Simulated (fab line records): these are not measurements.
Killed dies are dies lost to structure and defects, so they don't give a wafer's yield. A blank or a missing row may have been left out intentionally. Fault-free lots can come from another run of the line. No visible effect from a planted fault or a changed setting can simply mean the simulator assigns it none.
What tool caused it? -- flow n5-finfet -- 29 wafers from 10 lots sampled at 2 of the route's 1938 steps

== WHAT THE GAUGES READ, wafer by wafer ==
N5_ZERO_LAYER_CD_MEAS_11: the cd target is 2000 nm.
lot,measured,on,cd-nm (nm)
L368,day 2 00:46,cd-sem-02,2001.4 2002.1 2001.9
L370,day 2 12:46,cd-sem-03,1999.4 1999.9 1998.0
L371,day 2 18:47,cd-sem-03,1999.7 2000.0 2002.1
L372,day 3 00:46,cd-sem-03,1999.8 2000.9 2001.8
L374,day 3 12:38,cd-sem-02,2005.0 2004.7
L381,day 5 06:44,cd-sem-01,2000.5 1999.3 2000.9
L382,day 5 12:40,cd-sem-02,2000.2 2001.8 2002.9
L387,day 6 18:46,cd-sem-02,1997.9 1998.5 1997.6
L388,day 7 00:58,cd-sem-02,2001.2 2002.7 2001.9
L389,day 7 06:40,cd-sem-01,2000.9 2000.4 2000.9

== WHICH TOOL RAN EACH LOT (tool, then ch and the chambers of the sampled wafers, then the start) ==
lot,N5_ZERO_LAYER_EXPOSE_08
L368,"krf-scanner-02 ch 0, day 2 00:36"
L370,"krf-scanner-01 ch 0, day 2 12:36"
L371,"krf-scanner-02 ch 0, day 2 18:37"
L372,"krf-scanner-01 ch 0, day 3 00:36"
L374,"krf-scanner-02 ch 0, day 3 12:28"
L381,"krf-scanner-01 ch 0, day 5 06:34"
L382,"krf-scanner-01 ch 0, day 5 12:29"
L387,"krf-scanner-01 ch 0, day 6 18:36"
L388,"krf-scanner-02 ch 0, day 7 00:48"
L389,"krf-scanner-02 ch 0, day 7 06:29"
- N5_ZERO_LAYER_EXPOSE_08: exposes mask ZERO, defocus 0 nm, target cd 2000 nm.

== THE ANSWER, worked out from the rows above alone ==
Rule: the usual values come from the lots themselves. The widest of any qualifying gaps counts: lots, ordered by their means at a reading, are off when they make up no more than a third of the lots, leave a main group of 4 or more, and stand apart from it by 3 or more times the standard deviation of that group's means. The tables above print the reading to a certain number of digits; a main group whose means all agree to those digits is not used. Also off: a lot with no number at a reading for which 4 or more lots have one. The other lots that the step has rows for count as sound.
None of the lots is off at any reading shown; this tells nothing.

== WHAT WAS PUT IN BY THE SIMULATOR ==
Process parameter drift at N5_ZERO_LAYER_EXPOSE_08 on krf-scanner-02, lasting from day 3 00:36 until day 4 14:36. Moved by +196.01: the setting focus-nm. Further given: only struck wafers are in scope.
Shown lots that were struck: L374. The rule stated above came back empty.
